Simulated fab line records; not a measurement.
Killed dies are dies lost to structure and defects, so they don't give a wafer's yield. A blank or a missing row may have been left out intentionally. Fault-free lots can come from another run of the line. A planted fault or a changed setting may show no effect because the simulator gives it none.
Lot-split experiment || flow n5-finfet || 21 wafers read from 7 lots, route of 1938 steps

== THE SPLIT ITSELF ==
At N5_WELL_APT_PEB_06 (peb time 90 s), the setting peb-temp-c was moved away from the recipe's 130 C on 4 of the 21 wafers read, by -1.9% to +1.7%. All remaining wafers had this setting at the recipe value.

== FROM THE SPLIT TO THE READING: what the file shows between them, 2 steps ==
- N5_WELL_APT_DEVELOP_07: develop time 45 s
- N5_WELL_APT_HARDBAKE_12: time 120 s

== THE READING ==
cd-nm, in nm, at N5_WELL_APT_CD_MEAS_08 (target cd 200 nm). Typical for fault-free wafers on this fab line: 200.0 nm, with standard deviation 1.3 nm.

{"wafer": "L075.2", "tool, chamber at the split": "litho-track-05, 0", "peb-temp-c as run, C": 130, "against the recipe": "recipe", "cd-nm, nm": 199.3, "against lot-mates on the recipe": "-"}
{"wafer": "L075.4", "tool, chamber at the split": "litho-track-05, 0", "peb-temp-c as run, C": 130, "against the recipe": "recipe", "cd-nm, nm": 199.1, "against lot-mates on the recipe": "-"}
{"wafer": "L075.5", "tool, chamber at the split": "litho-track-05, 0", "peb-temp-c as run, C": 127.5, "against the recipe": "-1.9%", "cd-nm, nm": 189.0, "against lot-mates on the recipe": -10.2}
{"wafer": "L081.4", "tool, chamber at the split": "litho-track-02, 0", "peb-temp-c as run, C": 130, "against the recipe": "recipe", "cd-nm, nm": 197.6, "against lot-mates on the recipe": "-"}
{"wafer": "L081.5", "tool, chamber at the split": "litho-track-02, 0", "peb-temp-c as run, C": 130, "against the recipe": "recipe", "cd-nm, nm": 198.4, "against lot-mates on the recipe": "-"}
{"wafer": "L081.6", "tool, chamber at the split": "litho-track-02, 0", "peb-temp-c as run, C": 130, "against the recipe": "recipe", "cd-nm, nm": 198.1, "against lot-mates on the recipe": "-"}
{"wafer": "L082.2", "tool, chamber at the split": "litho-track-02, 0", "peb-temp-c as run, C": 130, "against the recipe": "recipe", "cd-nm, nm": 200.2, "against lot-mates on the recipe": "-"}
{"wafer": "L082.3", "tool, chamber at the split": "litho-track-02, 0", "peb-temp-c as run, C": 128.5, "against the recipe": "-1.2%", "cd-nm, nm": 195.3, "against lot-mates on the recipe": -4.3}
{"wafer": "L082.6", "tool, chamber at the split": "litho-track-02, 0", "peb-temp-c as run, C": 130, "against the recipe": "recipe", "cd-nm, nm": 199.0, "against lot-mates on the recipe": "-"}
{"wafer": "L085.1", "tool, chamber at the split": "litho-track-05, 0", "peb-temp-c as run, C": 130, "against the recipe": "recipe", "cd-nm, nm": 196.5, "against lot-mates on the recipe": "-"}
{"wafer": "L085.2", "tool, chamber at the split": "litho-track-05, 0", "peb-temp-c as run, C": 130, "against the recipe": "recipe", "cd-nm, nm": 199.5, "against lot-mates on the recipe": "-"}
{"wafer": "L085.5", "tool, chamber at the split": "litho-track-05, 0", "peb-temp-c as run, C": 130, "against the recipe": "recipe", "cd-nm, nm": 196.6, "against lot-mates on the recipe": "-"}
{"wafer": "L088.2", "tool, chamber at the split": "litho-track-05, 0", "peb-temp-c as run, C": 130, "against the recipe": "recipe", "cd-nm, nm": 200.0, "against lot-mates on the recipe": "-"}
{"wafer": "L088.5", "tool, chamber at the split": "litho-track-05, 0", "peb-temp-c as run, C": 130, "against the recipe": "recipe", "cd-nm, nm": 201.4, "against lot-mates on the recipe": "-"}
{"wafer": "L088.6", "tool, chamber at the split": "litho-track-05, 0", "peb-temp-c as run, C": 128.3, "against the recipe": "-1.3%", "cd-nm, nm": 192.2, "against lot-mates on the recipe": -8.5}
{"wafer": "L093.2", "tool, chamber at the split": "litho-track-02, 0", "peb-temp-c as run, C": 130, "against the recipe": "recipe", "cd-nm, nm": 200.1, "against lot-mates on the recipe": "-"}
{"wafer": "L093.4", "tool, chamber at the split": "litho-track-02, 0", "peb-temp-c as run, C": 130, "against the recipe": "recipe", "cd-nm, nm": 201.2, "against lot-mates on the recipe": "-"}
{"wafer": "L093.6", "tool, chamber at the split": "litho-track-02, 0", "peb-temp-c as run, C": 130, "against the recipe": "recipe", "cd-nm, nm": 201.4, "against lot-mates on the recipe": "-"}
{"wafer": "L095.1", "tool, chamber at the split": "litho-track-01, 0", "peb-temp-c as run, C": 132.2, "against the recipe": "+1.7%", "cd-nm, nm": 206.0, "against lot-mates on the recipe": "+7.7"}
{"wafer": "L095.3", "tool, chamber at the split": "litho-track-01, 0", "peb-temp-c as run, C": 130, "against the recipe": "recipe", "cd-nm, nm": 199.5, "against lot-mates on the recipe": "-"}
{"wafer": "L095.4", "tool, chamber at the split": "litho-track-01, 0", "peb-temp-c as run, C": 130, "against the recipe": "recipe", "cd-nm, nm": 197.2, "against lot-mates on the recipe": "-"}

FIT RESULTS
A straight line over all 21 wafers: cd-nm changes by +4.62 nm for each +1% of peb-temp-c; r = +0.90; the points scatter about the line by 1.5 nm.
The same after taking each lot's own level away (the mean of its wafers on the recipe; 21 wafers): +5.04 nm for each +1%; r = +0.96; scatter 0.98 nm.
That fit puts the effect of the largest move of peb-temp-c on the reading at 9.7 nm.
From 197.53 to 200.90 nm: that is the span of the lots' own levels, equal to 2.6 times the standard deviation above.
The two slopes agree, so the slope changes little with the lot-to-lot level.
Check: for one of the wafers moved furthest among these (-1.9%), held out of the fit, the line's prediction against its lot-mates is -9.5 nm. Against them it came out at -10.2 nm.

== ADDITIONAL SPLITS CARRIED BY THESE WAFERS ==
Before the reading, these wafers also passed through other splits. Each is held against what the fit with the lots' levels taken away leaves over:
{"other split on the same wafers": "N5_WELL_APT_COAT_02 spin-rpm", "wafers away from the commonest value": 9, "r with cd-nm (lot level and that fit taken away)": "+0.59"}

== THE WHOLE CHAIN: every reading that the file lists as answering this split, in the file's order ==
{"step": "N5_WELL_APT_CD_MEAS_08", "what it does": "target cd 200 nm", "reading": "cd-nm", "change (the file's fit)": "+5.04 nm for each +1% of the setting", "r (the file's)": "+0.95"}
{"step": "N5_WELL_APT_DESCUM_13", "what it does": "chemistry O2, time 7.9 s", "reading": "WELL_APT.cd-nm (the simulator's own value, which no gauge read)", "change (the file's fit)": "+5.1 nm for each +1% of the setting", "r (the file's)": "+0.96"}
{"step": "N5_WELL_APT_DEVELOP_24", "what it does": "develop time 45 s", "reading": "WELL_APT.cd-nm (the simulator's own value, which no gauge read)", "change (the file's fit)": "+4.95 nm for each +1% of the setting", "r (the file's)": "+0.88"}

== THE FILE'S OWN FIT ==
cd-nm changes by +5.04 nm for each +1% of peb-temp-c, r = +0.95.
